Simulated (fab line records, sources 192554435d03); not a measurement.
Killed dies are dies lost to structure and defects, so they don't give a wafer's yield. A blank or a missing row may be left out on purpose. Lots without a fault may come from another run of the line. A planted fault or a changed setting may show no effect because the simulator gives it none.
Which tool did it? | flow n5_finfet | 12 lots, 36 wafers sampled, at 6 steps of a route of 1938

WHAT THE GAUGES READ, wafer by wafer
N5_BEOL_M1_RS_MEAS_58: measures by four-point-probe.
lot  | measured     | on            | M1_RS (ohm/sq)
L075 | day 6 15:42  | film_metro-02 | 0.74 0.68 0.66
L077 | day 7 02:28  | film_metro-01 | 0.72 0.69 0.75
L079 | day 7 17:14  | film_metro-02 | 0.67 0.70 0.61
L081 | day 7 22:05  | film_metro-01 | 0.62 0.68 0.62
L083 | day 8 19:28  | film_metro-01 | 0.68 0.69 0.63
L085 | day 9 08:53  | film_metro-02 | 0.70 0.66 0.69
L087 | day 9 17:34  | film_metro-02 | 0.64 0.65 0.62
L089 | day 10 03:20 | film_metro-01 | 0.73 0.66 0.71
L091 | day 10 14:26 | film_metro-02 | 0.63 0.69 0.69
L094 | day 11 09:26 | film_metro-01 | 0.72 0.74 0.69
L095 | day 11 16:03 | film_metro-02 | 0.70 0.79 0.74
L097 | day 12 09:14 | film_metro-02 | 0.75 0.70 0.70

WHICH TOOL RAN EACH LOT (tool, then ch and the chambers of the sampled wafers, then the start)
lot  | N5_BEOL_M1_STRIP_36                | N5_BEOL_M1_ANNEAL_80         | N5_BEOL_M1_SPUTTER_86        | N5_BEOL_M1_SPUTTER_96        | N5_BEOL_M1_PRE_CLEAN_60
L075 | rie_diel-06 ch 0,1,2, day 6 10:13  | pvd_sputter-02, day 6 12:28  | pvd_sputter-02, day 6 12:51  | pvd_sputter-02, day 6 14:02  | cvd_co-01 ch 0,2, day 6 15:25
L077 | rie_diel-06 ch 2,3, day 6 19:41    | pvd_sputter-01, day 6 21:34  | pvd_sputter-01, day 6 21:56  | pvd_sputter-01, day 6 23:02  | cvd_co-02 ch 0,2, day 7 02:14
L079 | rie_diel-06 ch 0,2,3, day 7 12:21  | pvd_sputter-03, day 7 14:13  | pvd_sputter-03, day 7 14:34  | pvd_sputter-03, day 7 15:40  | cvd_co-02 ch 0,1,2, day 7 17:00
L081 | rie_diel-04 ch 0,1, day 7 18:02    | pvd_sputter-01, day 7 19:34  | pvd_sputter-01, day 7 19:55  | pvd_sputter-01, day 7 21:01  | cvd_co-02 ch 0,1,2, day 7 21:51
L083 | rie_diel-06 ch 0,2,3, day 8 15:23  | pvd_sputter-01, day 8 16:58  | pvd_sputter-01, day 8 17:19  | pvd_sputter-01, day 8 18:25  | cvd_co-01 ch 0,1,2, day 8 19:14
L085 | rie_diel-06 ch 2,3, day 9 04:06    | pvd_sputter-02, day 9 05:43  | pvd_sputter-02, day 9 06:04  | pvd_sputter-02, day 9 07:10  | cvd_co-01 ch 1,2, day 9 08:40
L087 | rie_diel-03 ch 1,3, day 9 13:16    | pvd_sputter-02, day 9 15:03  | pvd_sputter-02, day 9 15:25  | pvd_sputter-02, day 9 16:31  | cvd_co-01 ch 0,2, day 9 17:20
L089 | rie_diel-03 ch 0,1,3, day 9 22:22  | pvd_sputter-02, day 10 00:50 | pvd_sputter-02, day 10 01:11 | pvd_sputter-02, day 10 02:17 | cvd_co-01 ch 0,1,2, day 10 03:07
L091 | rie_diel-03 ch 0,1,3, day 10 10:01 | pvd_sputter-03, day 10 11:49 | pvd_sputter-03, day 10 12:10 | pvd_sputter-03, day 10 13:16 | cvd_co-01 ch 0,1,2, day 10 14:11
L094 | rie_diel-03 ch 1,2, day 11 05:05   | pvd_sputter-03, day 11 06:46 | pvd_sputter-03, day 11 07:10 | pvd_sputter-03, day 11 08:22 | cvd_co-02 ch 0,2, day 11 09:11
L095 | rie_diel-03 ch 0,1, day 11 12:02   | pvd_sputter-03, day 11 13:32 | pvd_sputter-03, day 11 13:54 | pvd_sputter-03, day 11 15:00 | cvd_co-01 ch 0,2, day 11 15:49
L097 | rie_diel-06 ch 1,2,3, day 12 04:55 | pvd_sputter-01, day 12 06:37 | pvd_sputter-01, day 12 06:58 | pvd_sputter-01, day 12 08:04 | cvd_co-01 ch 0,2, day 12 08:59
- N5_BEOL_M1_STRIP_36: strips in N2/H2.
- N5_BEOL_M1_ANNEAL_80: time 240 s.
- N5_BEOL_M1_SPUTTER_86: material Cu, target thk 4.5 nm, time 8.29 s.
- N5_BEOL_M1_SPUTTER_96: material Cu, target thk 4.5 nm, time 8.29 s.
- N5_BEOL_M1_PRE_CLEAN_60: time 15 s.

THE ANSWER, worked out from the rows above alone
Rule: what is usual is taken from the lots themselves. Put in order of their means at a reading, lots are off if they are a third of the lots or fewer, leave a main group of 4 or more, and stand apart from it by a gap of 3 or more times the standard deviation of the main group's means; of several such gaps the widest counts. A main group whose means are all the same, to the digits that the tables above print for the reading, isn't used. A lot without any number at a reading at which 4 lots or more have one is off too. The other lots that the step has rows for count as sound.
No lot is off at any reading shown: from this, nothing can be told.

WHAT THE SIMULATOR HAD PUT IN
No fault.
